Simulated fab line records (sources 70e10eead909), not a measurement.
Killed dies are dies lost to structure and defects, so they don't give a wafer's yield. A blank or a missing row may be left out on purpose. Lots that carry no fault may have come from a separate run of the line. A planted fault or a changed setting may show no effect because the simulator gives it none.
The tool behind it: which one? + flow nand harc + 14 lots (42 wafers sampled), 1 step of a 1159-step route

## WHAT EACH GAUGE READ, for each wafer
NHARC_P_M1_INSPECT_27.
| lot  | measured     | on                | raw defect count |
|------|--------------|-------------------|------------------|
| L738 | day 6 00:16  | defect inspect-02 | 485 318 370      |
| L739 | day 6 04:02  | defect inspect-01 | 600 554 329      |
| L741 | day 6 17:05  | defect inspect-01 | 306 232 203      |
| L743 | day 7 06:18  | defect inspect-01 | 168 275 486      |
| L742 | day 7 07:26  | defect inspect-01 | 388 392 360      |
| L744 | day 7 20:07  | defect inspect-02 | 275 281 301      |
| L745 | day 7 20:44  | defect inspect-02 | 242 302 275      |
| L748 | day 8 05:21  | defect inspect-01 | 320 372 313      |
| L746 | day 8 10:14  | defect inspect-02 | 265 319 335      |
| L751 | day 9 10:23  | defect inspect-02 | 270 222 168      |
| L753 | day 9 20:54  | defect inspect-02 | 176 141 185      |
| L757 | day 10 18:16 | defect inspect-01 | 227 249 314      |
| L758 | day 11 00:01 | defect inspect-02 | 208 132 251      |
| L760 | day 11 08:45 | defect inspect-01 | 158 166 127      |

## WHICH TOOL RAN EACH LOT (tool, then ch and the chambers of the sampled wafers, then the start)
Before these readings, the record contains no process step.

## WHAT THE TOOLS THEMSELVES READ (means of the sampled wafers that have a number; where no wafer has one, the mark that the record gives instead)
The record holds no such reading with a usual standard deviation.

## THE ANSWER, worked out from the rows above alone
Rule: the usual values come from the lots themselves. The widest of any qualifying gaps counts: lots, ordered by their means at a reading, are off when they make up no more than a third of the lots, leave a main group of 4 or more, and stand apart from it by 3 or more times the standard deviation of that group's means. The tables above print the reading to a certain number of digits; a main group whose means all agree to those digits is not used. Also off: a lot with no number at a reading for which 4 or more lots have one. The other lots that the step has rows for count as sound. After the gauges, taken in route order, come the tools' own readings; for these a lot's mean is taken, as printed above. The first step at which some lot is off is used, and at that step the reading that is off furthest; a lot without a number counts as furthest.
No lot is off at any reading shown: from this, nothing can be told.

## WHAT HAD BEEN PUT IN BY THE SIMULATOR
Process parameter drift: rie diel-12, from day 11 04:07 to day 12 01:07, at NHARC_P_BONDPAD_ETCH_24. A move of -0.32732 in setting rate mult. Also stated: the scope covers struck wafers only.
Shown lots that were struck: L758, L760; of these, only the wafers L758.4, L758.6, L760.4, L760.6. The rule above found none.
